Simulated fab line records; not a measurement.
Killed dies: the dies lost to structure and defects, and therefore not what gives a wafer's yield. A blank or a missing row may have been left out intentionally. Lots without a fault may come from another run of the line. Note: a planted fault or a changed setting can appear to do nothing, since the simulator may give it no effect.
Split-lot experiment + flow n5_finfet + on a route of 1938 steps: 7 lots, 21 wafers read

## ON THE SPLIT
At N5_BEOL_M1_EXPOSE_25 (exposes mask V0, defocus 5 nm, target cd 24 nm), the setting dose_mj was moved away from the recipe's 63 on 7 of the 21 wafers read, by -6.0% to +5.0%. All remaining wafers had this setting at the recipe value.

## FROM THE SPLIT TO THE READING: what the file shows between them, 2 steps
- N5_BEOL_M1_PEB_26: peb time 60 s
- N5_BEOL_M1_DEVELOP_27: develop time 30 s

## THE READING
cd_nm, in nm, at N5_BEOL_M1_CD_MEAS_28 (target cd y 23.3 nm). On this fab line, fault-free wafers typically give 23.95 nm with a standard deviation of 0.27 nm.

| wafer  | tool, chamber at the split | dose_mj as run | against the recipe | cd_nm, nm | against lot-mates on the recipe |
|--------|----------------------------|----------------|--------------------|-----------|---------------------------------|
| L074.1 | euv_scanner-01, 0          | 63             | recipe             | 23.62     | -                               |
| L074.2 | euv_scanner-01, 0          | 63             | recipe             | 23.88     | -                               |
| L074.5 | euv_scanner-01, 0          | 63             | recipe             | 24.42     | -                               |
| L079.3 | euv_scanner-02, 0          | 63             | recipe             | 23.95     | -                               |
| L079.4 | euv_scanner-02, 0          | 60.38          | -4.2%              | 23.32     | -0.74                           |
| L079.5 | euv_scanner-02, 0          | 63             | recipe             | 24.18     | -                               |
| L080.3 | euv_scanner-01, 0          | 63             | recipe             | 24.16     | -                               |
| L080.5 | euv_scanner-01, 0          | 59.29          | -5.9%              | 22.61     | -1.49                           |
| L080.6 | euv_scanner-01, 0          | 63             | recipe             | 24.04     | -                               |
| L081.1 | euv_scanner-01, 0          | 63             | recipe             | 24.32     | -                               |
| L081.2 | euv_scanner-01, 0          | 59.19          | -6.0%              | 22.60     | -1.43                           |
| L081.3 | euv_scanner-01, 0          | 63             | recipe             | 23.75     | -                               |
| L089.1 | euv_scanner-02, 0          | 66.15          | +5.0%              | 24.90     | +0.50                           |
| L089.2 | euv_scanner-02, 0          | 66.15          | +5.0%              | 24.74     | +0.34                           |
| L089.6 | euv_scanner-02, 0          | 63             | recipe             | 24.40     | -                               |
| L092.2 | euv_scanner-02, 0          | 63             | recipe             | 23.63     | -                               |
| L092.4 | euv_scanner-02, 0          | 60.2           | -4.4%              | 22.89     | -0.74                           |
| L092.5 | euv_scanner-02, 0          | 60.2           | -4.4%              | 22.91     | -0.72                           |
| L094.1 | euv_scanner-02, 0          | 63             | recipe             | 23.85     | -                               |
| L094.3 | euv_scanner-02, 0          | 63             | recipe             | 24.12     | -                               |
| L094.6 | euv_scanner-02, 0          | 63             | recipe             | 23.69     | -                               |

THE FIT
A straight line over all 21 wafers: cd_nm changes by +0.207 nm for each +1% of dose_mj; r = +0.93; the points scatter about the line by 0.25 nm.
The same after taking each lot's own level away (the mean of its wafers on the recipe; 21 wafers): +0.168 nm for each +1%; r = +0.89; scatter 0.26 nm.
The reading moves by 1 nm for the largest change in dose_mj, on that fit.
Measured against the standard deviation above, the lots' own levels, which go from 23.630 to 24.400 nm, span 2.9 times it.
So the slope is not independent of the lot-to-lot level: the two fits are not the same.
Check: -1.01 nm against its lot-mates is what the line predicts for one of the wafers moved furthest among these (-6.0%) when that wafer is left out of the fit. Against them it came out at -1.43 nm.

## THESE WAFERS: OTHER SPLITS
Note: prior to the reading, these wafers also went through further splits. Each is held against what the fit with the lots' levels taken away leaves over:
| other split on the same wafers    | wafers away from the commonest value | r with cd_nm (lot level and that fit taken away) |
|-----------------------------------|--------------------------------------|--------------------------------------------------|
| N5_BEOL_M1_HM_DEP_02 target_thk_a | 5                                    | -0.04                                            |
| N5_BEOL_M1_COAT_67 spin_rpm       | 8                                    | -0.14                                            |

## THE WHOLE CHAIN: every reading that the file lists as answering this split, in the file's order
| step                   | what it does                                                       | reading                                                        | change (the file's fit)               | r (the file's) |
|------------------------|--------------------------------------------------------------------|----------------------------------------------------------------|---------------------------------------|----------------|
| N5_BEOL_M1_CD_MEAS_28  | target cd y 23.3 nm                                                | cd_nm                                                          | +0.194 nm for each +1% of the setting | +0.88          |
| N5_BEOL_M1_VIA_ETCH_34 | etches the open film in C4F6/O2, target depth 67.8 nm, time 64.4 s | BEOL_M1.cd_nm (the simulator's own value, which no gauge read) | +0.225 nm for each +1% of the setting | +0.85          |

## FILE'S OWN FIT
cd_nm changes by +0.194 nm for each +1% of dose_mj, r = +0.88.
